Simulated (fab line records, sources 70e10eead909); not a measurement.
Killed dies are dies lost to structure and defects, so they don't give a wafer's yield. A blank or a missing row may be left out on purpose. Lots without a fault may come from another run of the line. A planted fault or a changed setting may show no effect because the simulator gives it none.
Which tool did it? | flow nand_harc | 24 lots, 72 wafers sampled, at 6 steps of a route of 1159

WHAT THE GAUGES READ, wafer by wafer
The record holds no reading of a measuring or inspecting step that can be judged against a usual standard deviation.

WHICH TOOL RAN EACH LOT (tool, then ch and the chambers of the sampled wafers, then the start)
lot  | NHARC_A_STAIRCASE_ETCH_23                     | NHARC_A_STAIRCASE_ETCH_27                     | NHARC_A_STAIRCASE_DESCUM_219       | NHARC_A_STAIRCASE_ETCH_225                    | NHARC_A_STAIRCASE_ETCH_236                    | NHARC_A_STAIRCASE_STRIP_238
L075 | rie_diel-08 ch 0,2,3, day 11 01:04 or earlier | rie_diel-08 ch 0,2,3, day 11 01:04 or earlier | rie_diel-11 ch 0,1,3, day 11 01:04 | rie_diel-11 ch 0,2,3, day 11 03:47 or earlier | rie_diel-09 ch 1,2,3, day 11 03:47 or earlier | plasma_asher-01 ch 0,1, day 11 03:47
L074 | rie_diel-11 ch 1,2,3, day 11 06:26 or earlier | rie_diel-11 ch 0,2,3, day 11 06:26 or earlier | rie_diel-11 ch 1,2,3, day 11 06:26 | rie_diel-11 ch 0,1,3, day 11 10:00 or earlier | rie_diel-08 ch 0,2,3, day 11 10:00 or earlier | plasma_asher-01 ch 0,1, day 11 10:00
L076 | rie_diel-09 ch 0,3, day 11 14:40 or earlier   | rie_diel-09 ch 0,1, day 11 14:40 or earlier   | rie_diel-08 ch 0,3, day 11 14:40   | rie_diel-08 ch 0,2,3, day 11 17:28 or earlier | rie_diel-08 ch 1,2,3, day 11 17:28 or earlier | plasma_asher-01 ch 0,1, day 11 17:28
L077 | rie_diel-09 ch 1,2,3, day 11 15:01 or earlier | rie_diel-09 ch 0,3, day 11 15:01 or earlier   | rie_diel-11 ch 0,3, day 11 15:01   | rie_diel-11 ch 0,2,3, day 11 19:02 or earlier | rie_diel-11 ch 0,3, day 11 19:02 or earlier   | plasma_asher-02 ch 0,1, day 11 19:02
L078 | rie_diel-11 ch 1,2,3, day 11 22:07 or earlier | rie_diel-11 ch 0,2,3, day 11 22:07 or earlier | rie_diel-08 ch 0,2,3, day 11 22:07 | rie_diel-08 ch 0,1, day 12 00:38 or earlier   | rie_diel-09 ch 0,2,3, day 12 00:38 or earlier | plasma_asher-02 ch 0,1, day 12 00:38
L079 | rie_diel-08 ch 1,2,3, day 12 08:45 or earlier | rie_diel-08 ch 1,2,3, day 12 08:45 or earlier | rie_diel-11 ch 0,2,3, day 12 08:45 | rie_diel-11 ch 0,1,2, day 12 12:15 or earlier | rie_diel-11 ch 1,2,3, day 12 12:15 or earlier | plasma_asher-02 ch 0,1, day 12 12:15
L081 | rie_diel-09 ch 0,2,3, day 12 18:12 or earlier | rie_diel-09 ch 0,1,2, day 12 18:12 or earlier | rie_diel-09 ch 0,1,3, day 12 18:12 | rie_diel-09 ch 1,2,3, day 12 20:29 or earlier | rie_diel-08 ch 0,1,3, day 12 20:29 or earlier | plasma_asher-02 ch 0,1, day 12 20:29
L080 | rie_diel-08 ch 0,1,2, day 12 19:00 or earlier | rie_diel-08 ch 0,1,2, day 12 19:00 or earlier | rie_diel-11 ch 1,2,3, day 12 19:00 | rie_diel-11 ch 0,1,2, day 12 21:10 or earlier | rie_diel-09 ch 0,1,2, day 12 21:10 or earlier | plasma_asher-02 ch 0,1, day 12 21:10
L082 | rie_diel-09 ch 0,2,3, day 13 03:13 or earlier | rie_diel-09 ch 0,1,3, day 13 03:13 or earlier | rie_diel-09 ch 0,1,3, day 13 03:13 | rie_diel-09 ch 0,2,3, day 13 05:25 or earlier | rie_diel-08 ch 0,1,3, day 13 05:25 or earlier | plasma_asher-01 ch 0,1, day 13 05:25
L083 | rie_diel-09 ch 0,1,2, day 13 08:23 or earlier | rie_diel-09 ch 0,2,3, day 13 08:23 or earlier | rie_diel-09 ch 0,1,2, day 13 08:23 | rie_diel-09 ch 1,2,3, day 13 10:33 or earlier | rie_diel-09 ch 1,2,3, day 13 10:33 or earlier | plasma_asher-02 ch 0,1, day 13 10:33
L084 | rie_diel-11 ch 0,1,3, day 13 16:38 or earlier | rie_diel-11 ch 0,2, day 13 16:38 or earlier   | rie_diel-09 ch 0,2,3, day 13 16:38 | rie_diel-09 ch 0,1,3, day 13 18:51 or earlier | rie_diel-09 ch 0,1,2, day 13 18:51 or earlier | plasma_asher-02 ch 0,1, day 13 18:51
L085 | rie_diel-09 ch 2,3, day 14 09:57 or earlier   | rie_diel-09 ch 1,3, day 14 09:57 or earlier   | rie_diel-09 ch 0,1,3, day 14 09:57 | rie_diel-09 ch 1,2,3, day 14 12:16 or earlier | rie_diel-09 ch 0,1, day 14 12:16 or earlier   | plasma_asher-02 ch 0,1, day 14 12:16
L086 | rie_diel-11 ch 2,3, day 14 11:43 or earlier   | rie_diel-11 ch 1,2, day 14 11:43 or earlier   | rie_diel-08 ch 1,3, day 14 11:43   | rie_diel-08 ch 1,2, day 14 14:40 or earlier   | rie_diel-09 ch 1,3, day 14 14:40 or earlier   | plasma_asher-01 ch 0,1, day 14 14:40
L087 | rie_diel-09 ch 0,1,3, day 14 09:48 or earlier | rie_diel-09 ch 0,1,2, day 14 09:48 or earlier | rie_diel-08 ch 0,1,2, day 14 09:48 | rie_diel-08 ch 0,2,3, day 14 12:27 or earlier | rie_diel-11 ch 0,1,2, day 14 12:27 or earlier | plasma_asher-01 ch 0,1, day 14 12:27
L088 | rie_diel-09 ch 2,3, day 14 11:16 or earlier   | rie_diel-09 ch 0,2,3, day 14 11:16 or earlier | rie_diel-11 ch 0,1,3, day 14 11:16 | rie_diel-11 ch 0,1,2, day 14 14:04 or earlier | rie_diel-08 ch 2,3, day 14 14:04 or earlier   | plasma_asher-01 ch 0,1, day 14 14:04
L089 | rie_diel-09 ch 0,2,3, day 14 16:22 or earlier | rie_diel-09 ch 0,1,3, day 14 16:22 or earlier | rie_diel-08 ch 1,2,3, day 14 16:22 | rie_diel-08 ch 0,1,3, day 14 19:07 or earlier | rie_diel-08 ch 0,1,2, day 14 19:07 or earlier | plasma_asher-02 ch 0,1, day 14 19:07
L090 | rie_diel-11 ch 1,2, day 14 17:18 or earlier   | rie_diel-11 ch 0,1,3, day 14 17:18 or earlier | rie_diel-09 ch 0,1,3, day 14 17:18 | rie_diel-09 ch 0,1,3, day 14 19:54 or earlier | rie_diel-09 ch 0,3, day 14 19:54 or earlier   | plasma_asher-01 ch 0,1, day 14 19:54
L093 | rie_diel-11 ch 0,2,3, day 15 14:01 or earlier | rie_diel-11 ch 2,3, day 15 14:01 or earlier   | rie_diel-09 ch 1,3, day 15 14:01   | rie_diel-09 ch 0,1, day 15 16:37 or earlier   | rie_diel-09 ch 0,1, day 15 16:37 or earlier   | plasma_asher-01 ch 0,1, day 15 16:37
L092 | rie_diel-08 ch 0,2, day 15 17:17 or earlier   | rie_diel-08 ch 0,2, day 15 17:17 or earlier   | rie_diel-09 ch 0,1,3, day 15 17:17 | rie_diel-09 ch 1,3, day 15 19:38 or earlier   | rie_diel-08 ch 0,1, day 15 19:38 or earlier   | plasma_asher-02 ch 0,1, day 15 19:38
L091 | rie_diel-09 ch 0,1, day 15 18:58 or earlier   | rie_diel-09 ch 0,3, day 15 18:58 or earlier   | rie_diel-09 ch 0,3, day 15 18:58   | rie_diel-09 ch 0,1, day 15 21:46 or earlier   | rie_diel-08 ch 0,2,3, day 15 21:46 or earlier | plasma_asher-01 ch 0,1, day 15 21:46
L094 | rie_diel-08 ch 0,2,3, day 15 22:57 or earlier | rie_diel-08 ch 0,3, day 15 22:57 or earlier   | rie_diel-11 ch 2,3, day 15 22:57   | rie_diel-11 ch 0,2,3, day 16 02:11 or earlier | rie_diel-09 ch 0,2, day 16 02:11 or earlier   | plasma_asher-01 ch 0,1, day 16 02:11
L095 | rie_diel-11 ch 1,2,3, day 16 08:12 or earlier | rie_diel-11 ch 0,1,2, day 16 08:12 or earlier | rie_diel-08 ch 0,1,2, day 16 08:12 | rie_diel-08 ch 2,3, day 16 11:56 or earlier   | rie_diel-09 ch 1,2, day 16 11:56 or earlier   | plasma_asher-02 ch 0, day 16 11:56
L096 | rie_diel-11 ch 0,1,3, day 16 07:07 or earlier | rie_diel-11 ch 0,1,3, day 16 07:07 or earlier | rie_diel-09 ch 1,2,3, day 16 07:07 | rie_diel-09 ch 1,2,3, day 16 09:41 or earlier | rie_diel-09 ch 1,2,3, day 16 09:41 or earlier | plasma_asher-02 ch 0,1, day 16 09:41
L097 | rie_diel-11 ch 0,2,3, day 16 11:34 or earlier | rie_diel-11 ch 0,2,3, day 16 11:34 or earlier | rie_diel-08 ch 0,1,2, day 16 11:34 | rie_diel-08 ch 0,1,3, day 16 14:48 or earlier | rie_diel-09 ch 0,1,2, day 16 14:48 or earlier | plasma_asher-02 ch 0,1, day 16 14:48
- NHARC_A_STAIRCASE_ETCH_23: etches the open film in C4F8/O2, target depth 100 nm, time 40.5 s.
- NHARC_A_STAIRCASE_ETCH_27: etches the open film in C4F8/O2, target depth 100 nm, time 40.5 s.
- NHARC_A_STAIRCASE_DESCUM_219: chemistry O2, time 3 s.
- NHARC_A_STAIRCASE_ETCH_225: etches the open film in C4F8/O2, target depth 100 nm, time 40.5 s.
- NHARC_A_STAIRCASE_ETCH_236: etches the open film in C4F8/O2, target depth 100 nm, time 40.5 s.
- NHARC_A_STAIRCASE_STRIP_238: strips in O2.

WHAT THE TOOLS THEMSELVES READ (means of the sampled wafers that have a number; where no wafer has one, the mark that the record gives instead)
NHARC_A_STAIRCASE_ETCH_23. Usual: oes_product_au 0.939 a.u., standard deviation 0.011; rf_fwd_power_W 592 W, standard deviation 3.3; rf_vpp_V 896 V, standard deviation 5.4.
lot  | tool        | oes_product_au (a.u.) | rf_fwd_power_W (W) | rf_vpp_V (V) | flag
L075 | rie_diel-08 | 0.927                 | 589                | 899          |
L074 | rie_diel-11 | 0.956                 | 593                | 894          |
L076 | rie_diel-09 | 0.937                 | 595                | 893          |
L077 | rie_diel-09 | 0.945                 | 591                | 892          |
L078 | rie_diel-11 | 0.954                 | 593                | 895          |
L079 | rie_diel-08 | 0.925                 | 592                | 895          |
L081 | rie_diel-09 | 0.936                 | 594                | 899          |
L080 | rie_diel-08 | 0.928                 | 592                | 897          |
L082 | rie_diel-09 | 0.933                 | 593                | 898          |
L083 | rie_diel-09 | 0.955                 | 591                | 895          |
L084 | rie_diel-11 | 0.943                 | 592                | 895          |
L085 | rie_diel-09 | 0.934                 | 591                | 898          |
L086 | rie_diel-11 | 0.927                 | 593                | 893          |
L087 | rie_diel-09 | 0.937                 | 595                | 898          |
L088 | rie_diel-09 | 0.954                 | 594                | 902          |
L089 | rie_diel-09 | 0.934                 | 593                | 899          |
L090 | rie_diel-11 | 0.948                 | 588                | 898          |
L093 | rie_diel-11 | 0.948                 | 591                | 894          |
L092 | rie_diel-08 | 0.929                 | 590                | 903          |
L091 | rie_diel-09 | 0.938                 | 594                | 896          |
L094 | rie_diel-08 | 0.949                 | 590                | 898          |
L095 | rie_diel-11 | 0.927                 | 591                | 894          |
L096 | rie_diel-11 | 0.933                 | 592                | 896          |
L097 | rie_diel-11 | 0.933                 | 593                | 894          |

NHARC_A_STAIRCASE_ETCH_27. Usual: oes_product_au 0.939 a.u., standard deviation 0.0091; rf_fwd_power_W 592 W, standard deviation 3.4; rf_vpp_V 896 V, standard deviation 5.5.
lot  | tool        | oes_product_au (a.u.) | rf_fwd_power_W (W) | rf_vpp_V (V) | flag
L075 | rie_diel-08 | 0.930                 | 591                | 899          |
L074 | rie_diel-11 | 0.935                 | 594                | 894          |
L076 | rie_diel-09 | 0.939                 | 591                | 896          |
L077 | rie_diel-09 | 0.941                 | 594                | 890          |
L078 | rie_diel-11 | 0.934                 | 595                | 894          |
L079 | rie_diel-08 | 0.936                 | 589                | 895          |
L081 | rie_diel-09 | 0.941                 | 590                | 895          |
L080 | rie_diel-08 | 0.936                 | 589                | 898          |
L082 | rie_diel-09 | 0.943                 | 594                | 898          |
L083 | rie_diel-09 | 0.940                 | 592                | 898          |
L084 | rie_diel-11 | 0.922                 | 594                | 898          |
L085 | rie_diel-09 | 0.944                 | 591                | 897          |
L086 | rie_diel-11 | 0.936                 | 592                | 897          |
L087 | rie_diel-09 | 0.938                 | 591                | 896          |
L088 | rie_diel-09 | 0.947                 | 594                | 898          |
L089 | rie_diel-09 | 0.932                 | 593                | 899          |
L090 | rie_diel-11 | 0.929                 | 591                | 896          |
L093 | rie_diel-11 | 0.950                 | 594                | 893          |
L092 | rie_diel-08 | 0.922                 | 592                | 902          |
L091 | rie_diel-09 | 0.943                 | 596                | 902          |
L094 | rie_diel-08 | 0.938                 | 592                | 894          |
L095 | rie_diel-11 | 0.934                 | 591                | 898          |
L096 | rie_diel-11 | 0.936                 | 592                | 895          |
L097 | rie_diel-11 | 0.946                 | 595                | 894          |

NHARC_A_STAIRCASE_DESCUM_219. Usual: drypump_motor_current_A 5.6 A, standard deviation 0.52; o2_flow_sccm 200.0 sccm, standard deviation 0.58; oes_product_au 0.997 a.u., standard deviation 0.0069; rf_vpp_V 57.8 V, standard deviation 0.97; showerhead_plenum_p_Torr 1.92 Torr, standard deviation 0.089; throttle_valve_pct 11.312 %, standard deviation 0.0091.
lot  | tool        | drypump_motor_current_A (A) | o2_flow_sccm (sccm) | oes_product_au (a.u.) | rf_vpp_V (V) | showerhead_plenum_p_Torr (Torr) | throttle_valve_pct (%) | flag
L075 | rie_diel-11 | 6.2                         | 199.9               | 1.000                 | 57.5         | 1.91                            | 11.313                 |
L074 | rie_diel-11 | 6.2                         | 199.8               | 0.998                 | 57.3         | 1.90                            | 11.319                 |
L076 | rie_diel-08 | 6.0                         | 199.7               | 0.997                 | 56.8         | 1.94                            | 11.303                 |
L077 | rie_diel-11 | 6.3                         | 199.7               | 0.988                 | 57.0         | 1.85                            | 11.312                 |
L078 | rie_diel-08 | 5.7                         | 200.0               | 0.998                 | 57.5         | 1.97                            | 11.307                 |
L079 | rie_diel-11 | 6.1                         | 199.4               | 0.999                 | 58.0         | 1.89                            | 11.309                 |
L081 | rie_diel-09 | 5.1                         | 200.1               | 0.993                 | 57.7         | 1.96                            | 11.308                 |
L080 | rie_diel-11 | 6.2                         | 200.1               | 1.002                 | 57.4         | 1.89                            | 11.317                 |
L082 | rie_diel-09 | 5.1                         | 200.7               | 0.999                 | 58.9         | 1.96                            | 11.306                 |
L083 | rie_diel-09 | 5.0                         | 199.4               | 1.000                 | 56.9         | 1.90                            | 11.300                 |
L084 | rie_diel-09 | 5.2                         | 200.2               | 1.000                 | 58.5         | 1.96                            | 11.314                 |
L085 | rie_diel-09 | 5.2                         | 200.3               | 1.001                 | 58.5         | 1.95                            | 11.321                 |
L086 | rie_diel-08 | 5.5                         | 200.1               | 0.997                 | 57.7         | 1.81                            | 11.308                 |
L087 | rie_diel-08 | 5.7                         | 200.1               | 1.000                 | 59.5         | 1.94                            | 11.317                 |
L088 | rie_diel-11 | 6.2                         | 200.1               | 0.990                 | 57.1         | 1.91                            | 11.305                 |
L089 | rie_diel-08 | 5.4                         | 200.1               | 1.005                 | 58.2         | 1.89                            | 11.312                 |
L090 | rie_diel-09 | 5.2                         | 200.3               | 0.997                 | 58.1         | 1.95                            | 11.310                 |
L093 | rie_diel-09 | 5.3                         | 200.0               | 1.003                 | 58.0         | 2.00                            | 11.305                 |
L092 | rie_diel-09 | 5.1                         | 200.2               | 0.997                 | 57.5         | 1.95                            | 11.311                 |
L091 | rie_diel-09 | 5.2                         | 200.2               | 0.993                 | 57.6         | 1.95                            | 11.313                 |
L094 | rie_diel-11 | 6.3                         | 200.1               | 0.991                 | 57.9         | 1.82                            | 11.316                 |
L095 | rie_diel-08 | 5.7                         | 199.8               | 0.998                 | 58.0         | 1.94                            | 11.307                 |
L096 | rie_diel-09 | 5.1                         | 200.9               | 1.000                 | 58.7         | 1.94                            | 11.305                 |
L097 | rie_diel-08 | 5.7                         | 199.6               | 0.997                 | 57.5         | 1.94                            | 11.316                 |

NHARC_A_STAIRCASE_ETCH_225. Usual: oes_product_au 0.942 a.u., standard deviation 0.01; rf_fwd_power_W 592 W, standard deviation 3.3; rf_vpp_V 897 V, standard deviation 5.4.
lot  | tool        | oes_product_au (a.u.) | rf_fwd_power_W (W) | rf_vpp_V (V) | flag
L075 | rie_diel-11 | 0.944                 | 595                | 895          |
L074 | rie_diel-11 | 0.938                 | 592                | 896          |
L076 | rie_diel-08 | 0.944                 | 589                | 899          |
L077 | rie_diel-11 | 0.940                 | 594                | 894          |
L078 | rie_diel-08 | 0.938                 | 591                | 897          |
L079 | rie_diel-11 | 0.931                 | 590                | 898          |
L081 | rie_diel-09 | 0.947                 | 593                | 898          |
L080 | rie_diel-11 | 0.945                 | 592                | 898          |
L082 | rie_diel-09 | 0.950                 | 591                | 898          |
L083 | rie_diel-09 | 0.949                 | 591                | 898          |
L084 | rie_diel-09 | 0.939                 | 593                | 898          |
L085 | rie_diel-09 | 0.948                 | 589                | 899          |
L086 | rie_diel-08 | 0.938                 | 592                | 893          |
L087 | rie_diel-08 | 0.949                 | 592                | 898          |
L088 | rie_diel-11 | 0.936                 | 589                | 898          |
L089 | rie_diel-08 | 0.942                 | 592                | 893          |
L090 | rie_diel-09 | 0.939                 | 593                | 899          |
L093 | rie_diel-09 | 0.937                 | 594                | 896          |
L092 | rie_diel-09 | 0.947                 | 590                | 898          |
L091 | rie_diel-09 | 0.933                 | 592                | 895          |
L094 | rie_diel-11 | 0.943                 | 595                | 893          |
L095 | rie_diel-08 | 0.929                 | 589                | 899          |
L096 | rie_diel-09 | 0.943                 | 592                | 898          |
L097 | rie_diel-08 | 0.923                 | 593                | 893          |

NHARC_A_STAIRCASE_ETCH_236. Usual: oes_product_au 0.940 a.u., standard deviation 0.0098; rf_fwd_power_W 592 W, standard deviation 3.3; rf_vpp_V 897 V, standard deviation 5.5.
lot  | tool        | oes_product_au (a.u.) | rf_fwd_power_W (W) | rf_vpp_V (V) | flag
L075 | rie_diel-09 | 0.928                 | 591                | 892          |
L074 | rie_diel-08 | 0.943                 | 590                | 899          |
L076 | rie_diel-08 | 0.933                 | 591                | 895          |
L077 | rie_diel-11 | 0.938                 | 593                | 891          |
L078 | rie_diel-09 | 0.947                 | 594                | 899          |
L079 | rie_diel-11 | 0.931                 | 592                | 894          |
L081 | rie_diel-08 | 0.953                 | 589                | 894          |
L080 | rie_diel-09 | 0.948                 | 592                | 895          |
L082 | rie_diel-08 | 0.930                 | 593                | 893          |
L083 | rie_diel-09 | 0.936                 | 591                | 898          |
L084 | rie_diel-09 | 0.942                 | 590                | 895          |
L085 | rie_diel-09 | 0.946                 | 592                | 894          |
L086 | rie_diel-09 | 0.931                 | 590                | 902          |
L087 | rie_diel-11 | 0.936                 | 592                | 897          |
L088 | rie_diel-08 | 0.935                 | 589                | 900          |
L089 | rie_diel-08 | 0.943                 | 591                | 897          |
L090 | rie_diel-09 | 0.942                 | 594                | 902          |
L093 | rie_diel-09 | 0.941                 | 596                | 894          |
L092 | rie_diel-08 | 0.944                 | 592                | 891          |
L091 | rie_diel-08 | 0.943                 | 591                | 899          |
L094 | rie_diel-09 | 0.949                 | 591                | 895          |
L095 | rie_diel-09 | 0.944                 | 587                | 894          |
L096 | rie_diel-09 | 0.940                 | 592                | 898          |
L097 | rie_diel-09 | 0.924                 | 592                | 894          |

NHARC_A_STAIRCASE_STRIP_238. Usual: drypump_motor_current_A 5.59 A, standard deviation 0.15; heater_power_w 315 W, standard deviation 30.
lot  | tool            | drypump_motor_current_A (A) | heater_power_w (W) | flag
L075 | plasma_asher-01 | 5.75                        | 330                |
L074 | plasma_asher-01 | 5.67                        | 346                |
L076 | plasma_asher-01 | 5.66                        | 347                |
L077 | plasma_asher-02 | 5.47                        | 303                |
L078 | plasma_asher-02 | 5.47                        | 294                |
L079 | plasma_asher-02 | 5.51                        | 292                |
L081 | plasma_asher-02 | 5.50                        | 295                |
L080 | plasma_asher-02 | 5.52                        | 294                |
L082 | plasma_asher-01 | 5.67                        | 345                |
L083 | plasma_asher-02 | 5.45                        | 290                |
L084 | plasma_asher-02 | 5.51                        | 287                |
L085 | plasma_asher-02 | 5.48                        | 288                |
L086 | plasma_asher-01 | 5.70                        | 349                |
L087 | plasma_asher-01 | 5.75                        | 330                |
L088 | plasma_asher-01 | 5.75                        | 329                |
L089 | plasma_asher-02 | 5.47                        | 304                |
L090 | plasma_asher-01 | 5.67                        | 340                |
L093 | plasma_asher-01 | 5.66                        | 350                |
L092 | plasma_asher-02 | 5.49                        | 293                |
L091 | plasma_asher-01 | 5.66                        | 350                |
L094 | plasma_asher-01 | 5.67                        | 343                |
L095 | plasma_asher-02 | 5.50                        | 284                |
L096 | plasma_asher-02 | 5.47                        | 292                |
L097 | plasma_asher-02 | 5.48                        | 294                |

THE ANSWER, worked out from the rows above alone
Rule: a lot is off if the mean of its wafers that have a number lies more than 3 standard deviations from the usual mean. A lot without any number at a reading at which 4 lots or more have one is off too. The other lots that the step has rows for count as sound. The gauges are gone through in route order, then the tools' own readings, and for those a lot's mean is taken as printed above. The first step at which some lot is off is used, and at that step the reading that is off furthest; a lot without a number counts as furthest.
No lot is off at any reading shown: from this, nothing can be told.

WHAT THE SIMULATOR HAD PUT IN
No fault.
